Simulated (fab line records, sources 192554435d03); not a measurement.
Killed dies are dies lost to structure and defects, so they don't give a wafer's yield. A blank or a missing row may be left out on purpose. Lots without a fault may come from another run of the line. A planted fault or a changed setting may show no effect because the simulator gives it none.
Which tool did it? | flow n5_finfet | 24 lots, 72 wafers sampled, at 3 steps of a route of 1938

WHAT THE GAUGES READ, wafer by wafer
N5_BEOL_M5_THK_MEAS_53: measures by xrf.
lot  | measured     | on            | M5_THK (nm)
L074 | day 8 13:47  | film_metro-02 | 67.8 64.7 66.1
L075 | day 8 14:04  | film_metro-02 | 65.1 62.8 64.4
L076 | day 8 20:28  | film_metro-02 | 66.0 64.4 64.0
L077 | day 9 14:35  | film_metro-02 | 68.2 66.8 66.8
L078 | day 9 21:34  | film_metro-02 | 66.9 63.1 67.6
L079 | day 9 23:09  | film_metro-02 | 64.6 64.8 63.7
L080 | day 10 03:23 | film_metro-01 | 64.0 67.4 67.0
L081 | day 10 06:24 | film_metro-02 | 67.0 65.3 66.1
L082 | day 10 18:55 | film_metro-01 | 62.8 61.7 62.8
L083 | day 11 06:57 | film_metro-01 | 60.7 63.4 62.9
L085 | day 11 09:46 | film_metro-01 | 62.9 62.8 65.7
L084 | day 11 12:22 | film_metro-02 | 67.6 62.3 66.0
L086 | day 11 13:07 | film_metro-02 | 63.9 61.5 65.3
L087 | day 11 15:40 | film_metro-02 | 65.5 65.6 66.5
L088 | day 11 18:50 | film_metro-02 | 64.3 63.7 69.3
L091 | day 13 00:51 | film_metro-02 | 65.3 64.8 65.7
L090 | day 13 01:54 | film_metro-01 | 66.8 65.2 63.9
L089 | day 13 02:06 | film_metro-02 | 63.8 63.6 61.9
L093 | day 13 07:35 | film_metro-02 | 63.4 61.0 63.5
L092 | day 13 08:54 | film_metro-01 | 64.9 64.9 67.9
L094 | day 13 22:38 | film_metro-01 | 63.8 64.7 67.8
L095 | day 14 04:02 | film_metro-02 | 62.5 63.9 63.4
L096 | day 14 06:50 | film_metro-02 | 63.9 64.2 64.1
L097 | day 14 11:29 | film_metro-02 | 67.8 64.9 69.3

N5_BEOL_M6_OVL_MEAS_12.
lot  | measured     | on         | M6_OVL (nm)
L074 | day 8 15:29  | overlay-01 | -0.3 0.7 -0.1
L075 | day 8 15:52  | overlay-02 | -1.1 0.5 -2.1
L076 | day 8 23:00  | overlay-01 | -0.5 1.3 -0.3
L077 | day 9 16:53  | overlay-01 | -0.7 -1.3 -0.9
L078 | day 9 23:22  | overlay-01 | 0.2 0.6 0.3
L079 | day 10 01:28 | overlay-02 | -0.5 0.9 -0.5
L080 | day 10 06:19 | overlay-02 | 0.4 -0.4 0.5
L081 | day 10 09:31 | overlay-01 | 0.2 -1.0 0.1
L082 | day 10 22:17 | overlay-02 | -0.2 0.9 -0.8
L083 | day 11 10:35 | overlay-01 | -0.5 -0.9 -0.8
L085 | day 11 12:43 | overlay-01 | -1.0 -1.6 -1.1
L084 | day 11 15:40 | overlay-02 | 0.3 0.5 -0.1
L086 | day 11 15:58 | overlay-02 | 0.0 0.1 0.1
L087 | day 11 19:13 | overlay-02 | -0.7 0.5 0.4
L088 | day 11 21:47 | overlay-02 | -0.6 0.4 -0.2
L091 | day 13 02:52 | overlay-02 | -0.1 -0.9 -0.2
L090 | day 13 04:40 | overlay-01 | 0.1 -0.8 -0.4
L089 | day 13 04:55 | overlay-01 | -0.4 0.5 0.4
L093 | day 13 09:10 | overlay-02 | -0.5 -0.5 1.2
L092 | day 13 11:58 | overlay-01 | 1.1 0.3 0.7
L094 | day 14 01:20 | overlay-01 | -0.3 -0.2 0.1
L095 | day 14 05:53 | overlay-02 | 0.7 -0.4 0.5
L096 | day 14 09:33 | overlay-02 | 0.3 -0.8 0.0
L097 | day 14 13:37 | overlay-01 | -0.5 -1.0 0.1

WHICH TOOL RAN EACH LOT (tool, then ch and the chambers of the sampled wafers, then the start)
lot  | N5_BEOL_M6_PECVD_70
L074 | pecvd-02 ch 0,1,2, day 8 14:46
L075 | pecvd-03 ch 0,1, day 8 15:10
L076 | pecvd-02 ch 0,1,2, day 8 21:29
L077 | pecvd-04 ch 0,2, day 9 15:31
L078 | pecvd-03 ch 1,2, day 9 22:29
L079 | pecvd-03 ch 0,1,2, day 10 00:05
L080 | pecvd-03 ch 1,2, day 10 04:25
L081 | pecvd-04 ch 0,1, day 10 07:26
L082 | pecvd-03 ch 0,1,2, day 10 19:52
L083 | pecvd-02 ch 0,1,2, day 11 08:01
L085 | pecvd-03 ch 0,1, day 11 10:42
L084 | pecvd-02 ch 0,1, day 11 13:34
L086 | pecvd-04 ch 0,1, day 11 14:03
L087 | pecvd-03 ch 1,2, day 11 16:36
L088 | pecvd-03 ch 0,1, day 11 19:47
L091 | pecvd-02 ch 0,1,2, day 13 01:54
L090 | pecvd-02 ch 1,2, day 13 03:07
L089 | pecvd-03 ch 0,2, day 13 03:15
L093 | pecvd-04 ch 0,1, day 13 08:40
L092 | pecvd-03 ch 1,2, day 13 09:53
L094 | pecvd-02 ch 0,1,2, day 13 23:44
L095 | pecvd-02 ch 0,1,2, day 14 04:59
L096 | pecvd-02 ch 0,1,2, day 14 07:47
L097 | pecvd-03 ch 0,1,2, day 14 12:26
- N5_BEOL_M6_PECVD_70: deposits SiO2 from TEOS/O2, target thk 20 nm, time 22.7 s.

WHAT THE TOOLS THEMSELVES READ (means of the sampled wafers that have a number; where no wafer has one, the mark that the record gives instead)
N5_BEOL_M6_PECVD_70.
lot  | tool     | heater_power_w (W) | showerhead_plenum_p_Torr (Torr) | throttle_valve_pct (%)
L074 | pecvd-02 | 629                | 8.80                            | 23.1
L075 | pecvd-03 | 793                | 8.79                            | 22.9
L076 | pecvd-02 | 635                | 8.78                            | 23.0
L077 | pecvd-04 | 679                | 8.75                            | 22.4
L078 | pecvd-03 | 732                | 8.86                            | 21.6
L079 | pecvd-03 | 743                | 8.83                            | 22.4
L080 | pecvd-03 | 688                | 8.86                            | 21.6
L081 | pecvd-04 | 673                | 8.76                            | 22.7
L082 | pecvd-03 | 716                | 8.82                            | 22.4
L083 | pecvd-02 | 652                | 8.79                            | 23.2
L085 | pecvd-03 | 699                | 8.78                            | 23.0
L084 | pecvd-02 | 582                | 8.73                            | 23.5
L086 | pecvd-04 | 659                | 8.74                            | 22.6
L087 | pecvd-03 | 787                | 8.83                            | 22.2
L088 | pecvd-03 | 792                | 8.78                            | 23.2
L091 | pecvd-02 | 622                | 8.79                            | 23.2
L090 | pecvd-02 | 659                | 8.81                            | 23.1
L089 | pecvd-03 | 717                | 8.83                            | 21.6
L093 | pecvd-04 | 684                | 8.75                            | 22.5
L092 | pecvd-03 | 761                | 8.83                            | 22.2
L094 | pecvd-02 | 597                | 8.80                            | 23.1
L095 | pecvd-02 | 657                | 8.78                            | 23.2
L096 | pecvd-02 | 658                | 8.78                            | 23.3
L097 | pecvd-03 | 730                | 8.82                            | 22.5

THE ANSWER, worked out from the rows above alone
Rule: what is usual is taken from the lots themselves. Put in order of their means at a reading, lots are off if they are a third of the lots or fewer, leave a main group of 4 or more, and stand apart from it by a gap of 3 or more times the standard deviation of the main group's means; of several such gaps the widest counts. A main group whose means are all the same, to the digits that the tables above print for the reading, isn't used. A lot without any number at a reading at which 4 lots or more have one is off too. The other lots that the step has rows for count as sound. The gauges are gone through in route order, then the tools' own readings, and for those a lot's mean is taken as printed above. The first step at which some lot is off is used, and at that step the reading that is off furthest; a lot without a number counts as furthest.
No lot is off at any reading shown: from this, nothing can be told.

WHAT THE SIMULATOR HAD PUT IN
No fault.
